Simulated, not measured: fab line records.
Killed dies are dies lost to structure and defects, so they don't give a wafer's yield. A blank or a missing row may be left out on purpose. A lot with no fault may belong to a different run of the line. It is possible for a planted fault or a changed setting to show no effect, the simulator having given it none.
8D (eight disciplines) problem report, filled in by code    flow nand_harc    the parts of the form that need people (team, actions taken, sign-off) are left out

## 1. THE PROBLEM
Wafers without a fault read 89.8 nm, standard deviation 1.4; cd_nm at NHARC_A_CHANNEL_HOLE_D1_CD_MEAS_30 reads a mean of 0.2 nm on 9 wafers belonging to 3 lots. That puts it -64 standard deviations away from the usual mean.
Earliest sighting: wafer L468.1 on cd_sem-03 at day 11 14:24. At this step, 30 wafers from 10 lots have a number in the record. Rule for "out", or "out of limits": more than 4 standard deviations from the usual mean. The rest of the wafers with a number are treated as sound.

## 2. WHAT IT IS, WHAT IT ISN'T
question                     is                      is not
which readings at this step  cd_nm                   -
which lots                   L468, L470, L471        L474, L476, L477, L478, L481, L482, L484
which wafers of those lots   all that have a number  -
read on which gauges         cd_sem-02, cd_sem-03    cd_sem-01
when                         from day 11 14:24       up to then (0 sound wafers); but 21 sound wafers of L474, L476, L477, L478, L481, L482, L484 came after

## 3. WHAT RULES OUT EACH SUSPECT
Counting: a tool stays on the suspect list if, at a process step up to the reading, it processed all lots that are out and no sound lot following the first of them.
- ruled out: the gauge at NHARC_A_CHANNEL_HOLE_D1_CD_MEAS_30. The wafers that are out were read on 2 gauges (cd_sem-02, cd_sem-03).
- har_etch-02 at NHARC_A_CHANNEL_HOLE_D1_ETCH_21 (etches the open film in C4F8/O2/Ar, time 514.3 s, target depth 1600 nm): ruled out as a lasting fault. The sound lots L474, L476, L478, L481, L482, L484 went through it after L468, its earliest lot that is out (day 11 09:23).
- har_etch-02 at NHARC_A_CHANNEL_HOLE_D1_ETCH_25 (etches the open film in C4F8/O2/Ar, time 1040.2 s, target depth 1500 nm): ruled out as a lasting fault. The sound lots L474, L476, L478, L481, L482, L484 went through it after L468, its earliest lot that is out (day 11 11:54).
- har_etch-02 at NHARC_A_CHANNEL_HOLE_D1_ETCH_33 (etches the open film in C4F8/O2/Ar, time 90 s, target depth 400 nm): ruled out as a lasting fault. The sound lots L474, L476, L478, L481, L482, L484 went through it after L468, its earliest lot that is out (day 11 12:52).
Left after counting: nothing in the record.

## 4. THE CAUSE (what the simulator had put in)
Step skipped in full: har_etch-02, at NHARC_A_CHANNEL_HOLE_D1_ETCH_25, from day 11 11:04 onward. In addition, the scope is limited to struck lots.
Counting ruled it out, wrongly: the rule takes a fault to strike every lot that its tool runs from its start on, and this one did not.

## 5. THE EFFECT CHAIN, in route order
Each row: a reading where the mean over the struck wafers with a number is more than 3 standard deviations away from the usual. Only readings for which the record gives a usual standard deviation are gone through. hours: the time from each lot's start at the first step in this table that gives one to its start at this step, as a median over the lots. sigmas: the change in usual standard deviations.
hours  step                                reading          usual    on struck wafers  change  sigmas
0      NHARC_A_CHANNEL_HOLE_D1_CD_MEAS_30  cd_nm            89.8 nm  0.2               -89.6   -64
0      NHARC_A_CHANNEL_HOLE_D1_XSEM_31     bot_cd_nm        74.3 nm  0.3               -74.0   -53
0      NHARC_A_CHANNEL_HOLE_D1_XSEM_31     bow_nm           8.56 nm  0.48              -8.08   -28
375    NHARC_END_SORT_01                   killed_at_array  62       674               +612    +34
375    NHARC_END_SORT_01                   killed_dies      67       677               +610    +36
Its process steps:
- NHARC_A_CHANNEL_HOLE_D1_XSEM_31
Readings that are blank on the struck wafers while sound wafers have them: c4f8_flow_sccm at NHARC_A_CHANNEL_HOLE_D1_ETCH_25; chamber_pressure_mTorr at NHARC_A_CHANNEL_HOLE_D1_ETCH_25; drypump_motor_current_A at NHARC_A_CHANNEL_HOLE_D1_ETCH_25; showerhead_plenum_p_Torr at NHARC_A_CHANNEL_HOLE_D1_ETCH_25; throttle_valve_pct at NHARC_A_CHANNEL_HOLE_D1_ETCH_25.

## 6. WHAT WOULD HAVE CAUGHT IT SOONER
3 hours passed between the start of the fault at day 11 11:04 and the first reading out of limits at a measuring or inspecting step in this record, taken at day 11 14:24.
At NHARC_A_CHANNEL_HOLE_D1_ETCH_25 the tool's readings are blank on the struck wafers, where sound wafers have them: an empty tool record is the first sign, and it was there at once.
